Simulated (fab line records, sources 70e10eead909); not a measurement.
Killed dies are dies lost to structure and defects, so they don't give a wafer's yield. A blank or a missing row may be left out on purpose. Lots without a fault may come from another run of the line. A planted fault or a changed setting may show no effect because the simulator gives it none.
Which tool did it? | flow nand_harc | 12 lots, 36 wafers sampled, at 5 steps of a route of 1302

WHAT THE GAUGES READ, wafer by wafer
NHARC_P_GATE_INSPECT_68. Usual: raw_defect_count 198, standard deviation 71.
lot  | measured     | on                | raw_defect_count | flag
L154 | day 5 23:52  | defect_inspect-01 | 163 179 193      |
L155 | day 6 08:30  | defect_inspect-02 | 83 190 168       |
L156 | day 6 13:08  | defect_inspect-02 | 160 298 244      |
L158 | day 7 07:27  | defect_inspect-02 | 163 213 325      |
L161 | day 8 17:14  | defect_inspect-02 | 350 161 392      |
L162 | day 9 01:18  | defect_inspect-02 | 164 213 186      |
L163 | day 9 19:07  | defect_inspect-01 | 195 299 103      |
L165 | day 10 11:11 | defect_inspect-01 | 148 169 247      |
L166 | day 10 16:47 | defect_inspect-01 | 164 153 163      |
L168 | day 11 17:13 | defect_inspect-02 | 334 264 248      |
L175 | day 14 11:59 | defect_inspect-01 | 208 123 232      |
L177 | day 15 16:56 | defect_inspect-02 | 204 248 192      |

NHARC_END_SORT_01. Usual: killed_at_array 52, standard deviation 17; killed_at_other 1.2, standard deviation 1.4; killed_at_periphery 4.7, standard deviation 2.9; killed_dies 58, standard deviation 17; killed_open 3.2, standard deviation 1.9; killed_short 2.4, standard deviation 1.4.
lot  | measured     | on        | killed_at_array | killed_at_other | killed_at_periphery | killed_dies | killed_open | killed_short | flag
L163 | day 28 12:43 | prober-02 | 65 66 70        | 5 3 6           | 12 5 5              | 82 74 81    | 2 0 3       | 0 3 0        |

WHICH TOOL RAN EACH LOT (tool, then ch and the chambers of the sampled wafers, then the start)
lot  | NHARC_P_GATE_DESCUM_93             | NHARC_P_CONTACT_EXPOSE_09          | NHARC_P_CONTACT_ETCH_31
L154 | rie_diel-13 ch 2,3, day 5 20:58    | arfi_scanner-01 ch 0, day 6 01:20  | rie_diel-02 ch 1,2, no start
L155 | rie_diel-08 ch 0,2, day 6 05:25    | arfi_scanner-01 ch 0, day 6 09:50  | rie_diel-02 ch 0,2,3, no start
L156 | rie_diel-09 ch 0,3, day 6 10:09    | arfi_scanner-01 ch 0, day 6 14:29  | rie_diel-07 ch 0,1, no start
L158 | rie_diel-13 ch 0,1,2, day 7 04:34  | arfi_scanner-03 ch 0, day 7 08:56  | rie_diel-06 ch 0,2, no start
L161 | rie_diel-13 ch 0,2,3, day 8 14:19  | arfi_scanner-03 ch 0, day 8 18:43  | rie_diel-02 ch 1,2, no start
L162 | rie_diel-08 ch 0,1, day 8 22:23    | arfi_scanner-03 ch 0, day 9 02:39  | rie_diel-06 ch 0,1, no start
L163 | rie_diel-08 ch 0,3, day 9 16:10    | arfi_scanner-02 ch 0, day 9 20:35  | rie_diel-07 ch 0,1, day 28 12:43 or earlier
L165 | rie_diel-13 ch 0,2, day 10 08:16   | arfi_scanner-01 ch 0, day 10 12:40 | rie_diel-07 ch 0,2, no start
L166 | rie_diel-09 ch 1,2,3, day 10 13:54 | arfi_scanner-02 ch 0, day 10 18:16 | rie_diel-02 ch 1,2,3, no start
L168 | rie_diel-13 ch 0,2,3, day 11 14:14 | arfi_scanner-02 ch 0, day 11 18:34 | rie_diel-06 ch 1,2,3, no start
L175 | rie_diel-08 ch 1,2, day 14 09:04   | arfi_scanner-02 ch 0, day 14 13:27 | rie_diel-02 ch 0,1, no start
L177 | rie_diel-09 ch 1,3, day 15 13:27   | arfi_scanner-02 ch 0, day 15 18:25 | rie_diel-07 ch 0,2,3, no start
- NHARC_P_GATE_DESCUM_93: chemistry O2, time 3 s.
- NHARC_P_CONTACT_EXPOSE_09: exposes mask P CA, target cd 90 nm.
- NHARC_P_CONTACT_ETCH_31: etches the open film in CH3F/O2, target depth 30 nm, time 85.7 s.

WHAT THE TOOLS THEMSELVES READ (means of the sampled wafers that have a number; where no wafer has one, the mark that the record gives instead)
NHARC_P_GATE_DESCUM_93. Usual: drypump_motor_current_A 5.7 A, standard deviation 0.42; oes_product_au 1.005 a.u., standard deviation 0.012; rf_vpp_V 57.9 V, standard deviation 0.99; showerhead_plenum_p_Torr 1.94 Torr, standard deviation 0.089; throttle_valve_pct 11.312 %, standard deviation 0.0093.
lot  | tool        | drypump_motor_current_A (A) | oes_product_au (a.u.) | rf_vpp_V (V) | showerhead_plenum_p_Torr (Torr) | throttle_valve_pct (%) | flag
L154 | rie_diel-13 | 5.1                         | 1.009                 | 57.9         | 1.92                            | 11.311                 |
L155 | rie_diel-08 | 5.7                         | 1.015                 | 57.8         | 1.83                            | 11.317                 |
L156 | rie_diel-09 | 5.3                         | 0.995                 | 57.9         | 1.97                            | 11.307                 |
L158 | rie_diel-13 | 5.6                         | 0.997                 | 58.0         | 1.98                            | 11.317                 |
L161 | rie_diel-13 | 5.3                         | 0.997                 | 58.1         | 1.98                            | 11.311                 |
L162 | rie_diel-08 | 6.0                         | 1.012                 | 57.1         | 1.83                            | 11.319                 |
L163 | rie_diel-08 | 5.8                         | 1.011                 | 57.0         | 1.95                            | 11.308                 |
L165 | rie_diel-13 | 5.5                         | 0.990                 | 58.5         | 2.05                            | 11.314                 |
L166 | rie_diel-09 | 6.1                         | 1.012                 | 58.3         | 1.92                            | 11.315                 |
L168 | rie_diel-13 | 5.3                         | 0.999                 | 58.2         | 1.98                            | 11.307                 |
L175 | rie_diel-08 | 5.6                         | 1.004                 | 57.2         | 1.94                            | 11.308                 |
L177 | rie_diel-09 | 6.1                         | 1.018                 | 58.6         | 1.99                            | 11.309                 |

NHARC_P_CONTACT_EXPOSE_09. Usual: reticle_temp_C 22.98 C, standard deviation 0.095.
lot  | tool            | reticle_temp_C (C) | flag
L154 | arfi_scanner-01 | 22.92              |
L155 | arfi_scanner-01 | 23.03              |
L156 | arfi_scanner-01 | 23.01              |
L158 | arfi_scanner-03 | 23.03              |
L161 | arfi_scanner-03 | 23.06              |
L162 | arfi_scanner-03 | 22.89              |
L163 | arfi_scanner-02 | 23.05              |
L165 | arfi_scanner-01 | 22.91              |
L166 | arfi_scanner-02 | 22.84              |
L168 | arfi_scanner-02 | 22.91              |
L175 | arfi_scanner-02 | 23.02              |
L177 | arfi_scanner-02 | 22.88              |

NHARC_P_CONTACT_ETCH_31. Usual: drypump_motor_current_A 5.8 A, standard deviation 0.41; oes_product_au 0.978 a.u., standard deviation 0.014; rf_vpp_V 244.4 V, standard deviation 1.6; showerhead_plenum_p_Torr 2.46 Torr, standard deviation 0.1; throttle_valve_pct 20.664 %, standard deviation 0.0099.
lot  | tool        | drypump_motor_current_A (A) | oes_product_au (a.u.) | rf_vpp_V (V) | showerhead_plenum_p_Torr (Torr) | throttle_valve_pct (%) | flag
L154 | rie_diel-02 | 5.4                         | 0.949                 | 242.9        | 2.38                            | 20.679                 |
L155 | rie_diel-02 | 5.7                         | 0.980                 | 244.2        | 2.51                            | 20.665                 |
L156 | rie_diel-07 | 5.6                         | 0.986                 | 244.9        | 2.48                            | 20.660                 |
L158 | rie_diel-06 | 5.9                         | 0.980                 | 243.6        | 2.47                            | 20.670                 |
L161 | rie_diel-02 | 5.3                         | 0.976                 | 242.8        | 2.35                            | 20.659                 |
L162 | rie_diel-06 | 6.1                         | 0.964                 | 242.4        | 2.34                            | 20.662                 |
L163 | rie_diel-07 | 5.9                         | 0.967                 | 244.3        | 2.46                            | 20.662                 |
L165 | rie_diel-07 | 5.9                         | 0.963                 | 243.6        | 2.40                            | 20.667                 |
L166 | rie_diel-02 | 5.4                         | 0.995                 | 243.9        | 2.40                            | 20.672                 |
L168 | rie_diel-06 | 5.7                         | 0.976                 | 243.8        | 2.48                            | 20.658                 |
L175 | rie_diel-02 | 6.0                         | 0.971                 | 245.3        | 2.54                            | 20.665                 |
L177 | rie_diel-07 | 6.1                         | 0.965                 | 245.0        | 2.47                            | 20.665                 |

THE ANSWER, worked out from the rows above alone
Rule: a lot is off if the mean of its wafers that have a number lies more than 3 standard deviations from the usual mean. A lot without any number at a reading at which 4 lots or more have one is off too. The other lots that the step has rows for count as sound. The gauges are gone through in route order, then the tools' own readings, and for those a lot's mean is taken as printed above. The first step at which some lot is off is used, and at that step the reading that is off furthest; a lot without a number counts as furthest.
No lot is off at any reading shown: from this, nothing can be told.

WHAT THE SIMULATOR HAD PUT IN
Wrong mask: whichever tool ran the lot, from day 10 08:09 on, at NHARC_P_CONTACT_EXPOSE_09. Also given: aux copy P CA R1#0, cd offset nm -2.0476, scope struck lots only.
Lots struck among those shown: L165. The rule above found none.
